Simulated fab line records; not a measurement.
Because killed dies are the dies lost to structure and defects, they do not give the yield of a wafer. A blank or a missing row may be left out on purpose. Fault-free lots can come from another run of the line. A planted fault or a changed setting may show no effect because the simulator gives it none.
Which tool did it? ; flow n5-finfet ; Sampling: 9 lots, 27 wafers, 5 of 1938 route steps

WHAT THE GAUGES READ, wafer by wafer
N5_HKMG_FIN_OVL_MEAS_50. Usual: NDIPOLE_OVL gives -0.2 nm (standard deviation 0.84).
lot;measured;on;NDIPOLE_OVL (nm);flag
L873;day 4 23:08;overlay-02;1.3 0.1 0.5;
L875;day 5 12:59;overlay-02;1.0 -0.1 0.0;
L881;day 7 00:41;overlay-01;-2.1 -1.0 -1.0;
L880;day 7 05:04;overlay-01;-1.3 -0.9 -0.7;
L882;day 7 07:41;overlay-01;0.4 0.9 -0.2;
L883;day 7 12:13;overlay-01;-0.8 0.2 -0.9;
L885;day 7 22:40;overlay-02;0.8 0.0 1.3;
L891;day 9 11:44;overlay-01;0.9 0.8 0.0;
L892;day 9 20:18;overlay-01;-1.9 -0.8 -0.6;

N5_BEOL_M4_RC_MEAS_101. Usual: DIBL_N 36.5 mV/V, standard deviation 2; DIBL_P 36.5 mV/V, standard deviation 2.3; IOFF_N 0.16 nA/um, standard deviation 0.036; IOFF_P 0.21 nA/um, standard deviation 0.037; ION_N 672 uA/um, standard deviation 12; ION_P 459 uA/um, standard deviation 7.1; SS_N 71.6 mV/dec, standard deviation 0.73; SS_P 73.4 mV/dec, standard deviation 0.76; VT_N 250 mV, standard deviation 3.3; VT_P -250.5 mV, standard deviation 2.9.
lot;measured;on;DIBL_N (mV/V);DIBL_P (mV/V);IOFF_N (nA/um);IOFF_P (nA/um);ION_N (uA/um);ION_P (uA/um);SS_N (mV/dec);SS_P (mV/dec);VT_N (mV);VT_P (mV);flag
L873;day 9 07:25;prober-01;40.0 40.9 35.9;39.5 41.1 34.9;0.23 0.25 0.14;0.28 0.32 0.19;695 679 657;472 457 451;72.2 72.4 71.0;74.4 74.7 73.1;246 245 251;-246.4 -248.5 -251.8;
L875;day 9 09:58;prober-02;37.3 36.1 35.4;35.9 35.1 33.9;0.20 0.18 0.17;0.24 0.24 0.21;665 679 689;450 467 470;71.8 71.3 71.3;73.2 73.1 73.8;244 249 246;-250.3 -250.9 -248.8;
L881;day 11 17:28;prober-01;38.3 39.4 38.6;36.8 37.8 37.5;0.19 0.24 0.21;0.25 0.27 0.27;684 693 680;464 465 462;71.7 72.8 72.3;74.4 74.5 74.3;245 243 247;-248.6 -247.5 -247.8;
L885;day 11 22:42;prober-02;37.0 37.3 39.1;35.9 34.9 38.0;0.15 0.14 0.19;0.20 0.19 0.25;671 645 681;459 444 464;72.1 71.8 71.4;73.0 72.9 73.8;251 253 249;-251.3 -251.0 -246.2;
L891;day 13 21:25;prober-01;38.1 37.5 37.7;41.2 39.5 39.4;0.24 0.21 0.21;0.30 0.26 0.26;691 684 661;474 467 449;72.1 71.8 72.3;73.9 74.3 74.0;243 248 247;-243.0 -246.6 -245.4;
L892;day 14 20:04;prober-01;38.1 39.1 38.8;40.2 40.6 41.3;0.19 0.22 0.21;0.21 0.23 0.23;671 682 675;457 457 456;71.6 72.8 72.4;75.2 74.2 74.7;249 246 248;-250.8 -251.5 -248.9;

TOOL THAT RAN EACH LOT (tool first, then ch and the chambers of the sampled wafers, then the start)
lot;N5_HKMG_FIN_DESCUM_53;N5_HKMG_FIN_ETCH_54;N5_HKMG_FIN_ETCH_31
L873;rie-diel-01 ch 0,1, day 4 23:11;rie-diel-01 ch 0,1, day 4 23:13;rie-diel-06 ch 1,2,3, day 5 02:28
L875;rie-diel-01 ch 2,3, day 5 13:04;rie-diel-01 ch 2,3, day 5 13:06;rie-diel-01 ch 0,1, day 5 16:40
L881;rie-diel-01 ch 0,1,3, day 7 00:45;rie-diel-01 ch 0,1,3, day 7 00:47;rie-diel-01 ch 2,3, day 7 04:17
L880;rie-diel-01 ch 1,2, day 7 05:07;rie-diel-01 ch 1,2, day 7 05:09;rie-diel-05 ch 0,1, day 7 08:51
L882;rie-diel-05 ch 0,2, day 7 07:44;rie-diel-05 ch 0,2, day 7 07:46;rie-diel-06 ch 0,1,2, day 7 11:19
L883;rie-diel-06 ch 0,1,2, day 7 12:16;rie-diel-06 ch 0,1,2, day 7 12:18;rie-diel-05 ch 1,2, day 7 15:33
L885;rie-diel-01 ch 1,2,3, day 7 22:53;rie-diel-01 ch 1,2,3, day 7 22:55;rie-diel-05 ch 0,1,3, day 8 02:44
L891;rie-diel-06 ch 0,2, day 9 11:48;rie-diel-06 ch 0,2, day 9 11:50;rie-diel-06 ch 0,2,3, day 9 15:28
L892;rie-diel-01 ch 0,2, day 9 21:32;rie-diel-01 ch 0,2, day 9 21:36;rie-diel-05 ch 0,1,2, day 10 01:20
- N5_HKMG_FIN_DESCUM_53: chemistry O2, time 7.9 s.
- N5_HKMG_FIN_ETCH_54: etches SiARC in CF4, target depth 45.5 nm, time 75.8 s.
- N5_HKMG_FIN_ETCH_31: etches SiARC in CF4, target depth 45.5 nm, time 75.8 s.

WHAT THE TOOLS THEMSELVES READ (means of the sampled wafers that have a number; where no wafer has one, the mark that the record gives instead)
N5_HKMG_FIN_DESCUM_53. Usual: drypump-motor-current-A 5.9 A, standard deviation 0.58; o2-flow-sccm 224.9 sccm, standard deviation 0.64; oes-product-au 0.76 a.u., standard deviation 0.074; rf-vpp-V 242.8 V, standard deviation 1.3; showerhead-plenum-p-Torr 2.07 Torr, standard deviation 0.069; throttle-valve-pct 20.39 %, standard deviation 0.21.
lot;tool;drypump-motor-current-A (A);o2-flow-sccm (sccm);oes-product-au (a.u.);rf-vpp-V (V);showerhead-plenum-p-Torr (Torr);throttle-valve-pct (%);flag
L873;rie-diel-01;5.9;224.8;0.72;241.8;2.01;20.34;
L875;rie-diel-01;6.2;224.8;0.73;243.9;2.13;20.34;
L881;rie-diel-01;5.8;225.2;0.70;243.7;2.06;20.39;
L880;rie-diel-01;5.8;225.3;0.75;243.6;2.09;20.55;
L882;rie-diel-05;5.4;224.3;0.72;244.1;2.15;20.52;
L883;rie-diel-06;5.8;225.3;0.75;242.7;2.07;20.43;
L885;rie-diel-01;5.9;224.6;0.73;242.9;2.10;20.47;
L891;rie-diel-06;5.7;224.2;0.79;241.3;2.02;20.29;
L892;rie-diel-01;6.4;224.7;0.88;245.0;2.19;20.10;

N5_HKMG_FIN_ETCH_54. Usual: bias-w 35.99 W, standard deviation 0.11; cf4-flow-sccm 100.0 sccm, standard deviation 0.31; drypump-motor-current-A 5.9 A, standard deviation 0.58; etch-rf-on-time-s 75.9 s, standard deviation 1.8; oes-product-au 0.65 a.u., standard deviation 0.064; rf-vpp-V 183.9 V, standard deviation 1.1; showerhead-plenum-p-Torr 2.12 Torr, standard deviation 0.065; throttle-valve-pct 15.58 %, standard deviation 0.19.
lot;tool;bias-w (W);cf4-flow-sccm (sccm);drypump-motor-current-A (A);etch-rf-on-time-s (s);oes-product-au (a.u.);rf-vpp-V (V);showerhead-plenum-p-Torr (Torr);throttle-valve-pct (%);flag
L873;rie-diel-01;36.01;99.7;5.9;75.3;0.62;182.7;2.06;15.59;
L875;rie-diel-01;36.08;99.9;6.2;74.7;0.62;184.3;2.18;15.63;
L881;rie-diel-01;35.98;100.5;5.8;75.9;0.61;184.6;2.11;15.68;
L880;rie-diel-01;35.92;100.0;5.8;76.4;0.64;183.2;2.14;15.73;
L882;rie-diel-05;36.03;99.9;5.4;78.2;0.61;184.5;2.19;15.66;
L883;rie-diel-06;35.97;99.8;5.8;78.0;0.64;183.3;2.11;15.57;
L885;rie-diel-01;35.92;100.0;5.9;75.7;0.62;184.7;2.15;15.71;
L891;rie-diel-06;35.88;100.1;5.7;77.3;0.67;184.4;2.06;15.46;
L892;rie-diel-01;35.87;100.1;6.4;75.2;0.75;185.6;2.23;15.27;

N5_HKMG_FIN_ETCH_31. Usual: bias-w 35.98 W, standard deviation 0.11; cf4-flow-sccm 100.0 sccm, standard deviation 0.3; drypump-motor-current-A 5.8 A, standard deviation 0.59; etch-rf-on-time-s 76.0 s, standard deviation 2.2; oes-product-au 0.66 a.u., standard deviation 0.061; rf-vpp-V 183.9 V, standard deviation 1.1; showerhead-plenum-p-Torr 2.11 Torr, standard deviation 0.058; throttle-valve-pct 15.58 %, standard deviation 0.19.
lot;tool;bias-w (W);cf4-flow-sccm (sccm);drypump-motor-current-A (A);etch-rf-on-time-s (s);oes-product-au (a.u.);rf-vpp-V (V);showerhead-plenum-p-Torr (Torr);throttle-valve-pct (%);flag
L873;rie-diel-06;36.04;100.1;5.3;76.0;0.68;183.6;2.11;15.42;
L875;rie-diel-01;35.91;99.9;5.9;75.4;0.61;183.3;2.06;15.61;
L881;rie-diel-01;36.06;100.1;6.4;74.5;0.64;184.5;2.16;15.60;
L880;rie-diel-05;-;-;-;-;-;-;-;-;OFF
L882;rie-diel-06;-;-;-;-;-;-;-;-;OFF
L883;rie-diel-05;-;-;-;-;-;-;-;-;OFF
L885;rie-diel-05;36.00;100.1;6.0;76.5;0.64;184.1;2.11;15.71;
L891;rie-diel-06;35.94;99.8;5.5;76.0;0.66;183.9;2.06;15.53;
L892;rie-diel-05;35.96;100.1;5.6;76.1;0.64;184.0;2.14;15.67;

THE ANSWER, worked out from the rows above alone
Rule: a lot counts as off when the mean over its wafers that have a number is more than 3 standard deviations away from the usual mean. A lot without any number at a reading at which 4 lots or more have one is off too. All remaining lots with rows at the step are treated as sound. First the gauges in route order, then the tools' own readings, where a lot's mean is used as printed above. At the first step where some lot is off, the reading lying furthest off is the one used; lots without a number count as furthest.
Off at N5_HKMG_FIN_ETCH_31 (bias-w): L880, L882, L883. Without a number there: L880, L882, L883.
If a tool, at that step or one of the process steps before it, ran each lot that is off and ran no sound lot following the first of them, it fits. Of those tried, none fits.

WHAT THE SIMULATOR HAD INSERTED
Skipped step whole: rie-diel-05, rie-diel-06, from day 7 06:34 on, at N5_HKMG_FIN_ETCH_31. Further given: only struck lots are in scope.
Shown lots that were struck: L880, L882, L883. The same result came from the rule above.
